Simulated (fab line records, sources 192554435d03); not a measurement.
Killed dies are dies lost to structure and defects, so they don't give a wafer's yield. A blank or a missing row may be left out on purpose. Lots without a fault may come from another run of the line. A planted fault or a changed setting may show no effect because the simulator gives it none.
Split-lot experiment | flow n5_finfet | 7 lots, 21 wafers read, on a route of 1938 steps

THE SPLIT
At N5_MOL_CONTACT_COAG_VIA_ETCH_46 (etches SiO2 in C4F6/O2, target depth 46 nm, overetch 9.2 nm, time 40 s), the setting bias_w was moved away from the recipe's 455 W on 6 of the 21 wafers read, by -4.8% to +15.5%. The other wafers ran this setting at the recipe's value.

The reading is taken at the split's own step.

THE READING
rf_vpp_V, in V, at N5_MOL_CONTACT_COAG_VIA_ETCH_46 (etches SiO2 in C4F6/O2, target depth 46 nm, overetch 9.2 nm, time 40 s). Fault-free wafers of this fab line usually give 1583 V, standard deviation 24 V.

wafer  | tool, chamber at the split | bias_w as run, W | against the recipe | rf_vpp_V, V | against lot-mates on the recipe
L075.2 | rie_diel-03, 0             | 455              | recipe             | 1574        | -
L075.5 | rie_diel-03, 0             | 455              | recipe             | 1573        | -
L075.6 | rie_diel-03, 1             | 455              | recipe             | 1537        | -
L076.4 | rie_diel-06, 0             | 433.1            | -4.8%              | 1515        | -43
L076.5 | rie_diel-06, 3             | 433.1            | -4.8%              | 1504        | -54
L076.6 | rie_diel-06, 2             | 455              | recipe             | 1558        | -
L081.2 | rie_diel-03, 1             | 525.3            | +15.5%             | 1709        | +155
L081.3 | rie_diel-03, 2             | 455              | recipe             | 1554        | -
L081.4 | rie_diel-03, 3             | 525.3            | +15.5%             | 1780        | +226
L082.1 | rie_diel-02, 0             | 455              | recipe             | 1589        | -
L082.3 | rie_diel-02, 1             | 455              | recipe             | 1609        | -
L082.5 | rie_diel-02, 1             | 455              | recipe             | 1608        | -
L083.4 | rie_diel-03, 0             | 455              | recipe             | 1575        | -
L083.5 | rie_diel-03, 3             | 514.7            | +13.1%             | 1754        | +188
L083.6 | rie_diel-03, 2             | 455              | recipe             | 1557        | -
L096.2 | rie_diel-02, 0             | 455              | recipe             | 1589        | -
L096.3 | rie_diel-02, 2             | 510.3            | +12.2%             | 1733        | +144
L096.4 | rie_diel-02, 2             | 455              | recipe             | 1590        | -
L097.2 | rie_diel-06, 1             | 455              | recipe             | 1644        | -
L097.3 | rie_diel-06, 3             | 455              | recipe             | 1560        | -
L097.5 | rie_diel-06, 0             | 455              | recipe             | 1571        | -

THE FIT
A straight line over all 21 wafers: rf_vpp_V changes by +11.9 V for each +1% of bias_w; r = +0.94; the points scatter about the line by 27 V.
The same after taking each lot's own level away (the mean of its wafers on the recipe; 21 wafers): +12.4 V for each +1%; r = +0.96; scatter 22 V.
On that fit, the largest move of bias_w shifts the reading by 1.9e+02 V.
The lots' own levels span 1554.0 to 1602.0 V, that is 2.0 times the standard deviation above.
So the lot-to-lot level changes the slope little: the two slopes agree.
Check: with one of the wafers moved furthest among these (+15.5%) left out of the fit, the line predicts +209 V for it against its lot-mates. It came out at +155 V against them.
Tool readings at the split's step, against how far the setting was moved: rf_vpp_V r = +0.94.

OTHER SPLITS ON THESE WAFERS
These wafers also went through other splits before the reading. Each is held against what the fit with the lots' levels taken away leaves over:
other split on the same wafers        | wafers away from the commonest value | r with rf_vpp_V (lot level and that fit taken away)
N5_GATE_CUT_EXPOSE_10 dose_mj         | 9                                    | +0.05
N5_MOL_CONTACT_COAG_EXPOSE_05 dose_mj | 7                                    | -0.03
N5_MOL_CONTACT_COAG_ETCH_105 bias_w   | 9                                    | +0.08

THE FILE'S OWN FIT
rf_vpp_V changes by +12.7 V for each +1% of bias_w, r = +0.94.
